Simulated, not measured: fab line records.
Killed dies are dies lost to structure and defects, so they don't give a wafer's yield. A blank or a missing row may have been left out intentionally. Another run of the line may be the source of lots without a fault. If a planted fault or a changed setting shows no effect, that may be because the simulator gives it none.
Chamber matching || flow n5 finfet || 4 sister chambers for N5_SPACER0_ALD_00 on ald sin-04
The step deposits SiOCN, target thk 3.5 nm, pulse time 3 s, purge time 2 s. 4 wafers are shown with their chamber, then 8 later ones without.

## WAFERS PAIRED WITH THEIR CHAMBERS
{"wafer": "L086.1", "chamber": 1, "heater power w (W)": 895}
{"wafer": "L086.3", "chamber": 2, "heater power w (W)": 793}
{"wafer": "L086.4", "chamber": 0, "heater power w (W)": 964}
{"wafer": "L091.1", "chamber": 3, "heater power w (W)": 811}

## WAFERS WHOSE CHAMBER IS MISSING
{"wafer": "L091.4", "heater power w (W)": 930}
{"wafer": "L091.5", "heater power w (W)": 802}
{"wafer": "L094.1", "heater power w (W)": 882}
{"wafer": "L094.2", "heater power w (W)": 801}
{"wafer": "L094.3", "heater power w (W)": 943}
{"wafer": "L094.4", "heater power w (W)": 794}
{"wafer": "L094.5", "heater power w (W)": 944}
{"wafer": "L094.6", "heater power w (W)": 902}

## WHICH CHAMBER EACH WENT THROUGH
{"wafer": "L091.4", "from the rows above": "can't be placed: 0 or 1", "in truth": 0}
{"wafer": "L091.5", "from the rows above": "can't be placed: 2 or 3", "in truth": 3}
{"wafer": "L094.1", "from the rows above": 1, "in truth": 1}
{"wafer": "L094.2", "from the rows above": "can't be placed: 2 or 3", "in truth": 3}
{"wafer": "L094.3", "from the rows above": "can't be placed: 0 or 1", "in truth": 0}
{"wafer": "L094.4", "from the rows above": "can't be placed: 2 or 3", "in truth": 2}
{"wafer": "L094.5", "from the rows above": "can't be placed: 0 or 1", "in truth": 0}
{"wafer": "L094.6", "from the rows above": 1, "in truth": 1}
Correct placement for 2 of the 8. Not placeable from these rows: 6 (in 6, the candidates include the true chamber). 0 placed wrongly.
How it was worked out, from the rows above alone: a wafer's distance from a chamber is the root of the sum, over the readings, of the square of ((its reading less the chamber's mean) divided by the reading's scatter). If the next closest chamber is less than 2 further off than the closest, the wafer can't be placed; otherwise it belongs to the closest. A chamber's mean is the mean of its shown wafers. The scatter: with one shown wafer a chamber, the root of the mean of the squares of how far each hidden wafer lies from its nearest shown one.
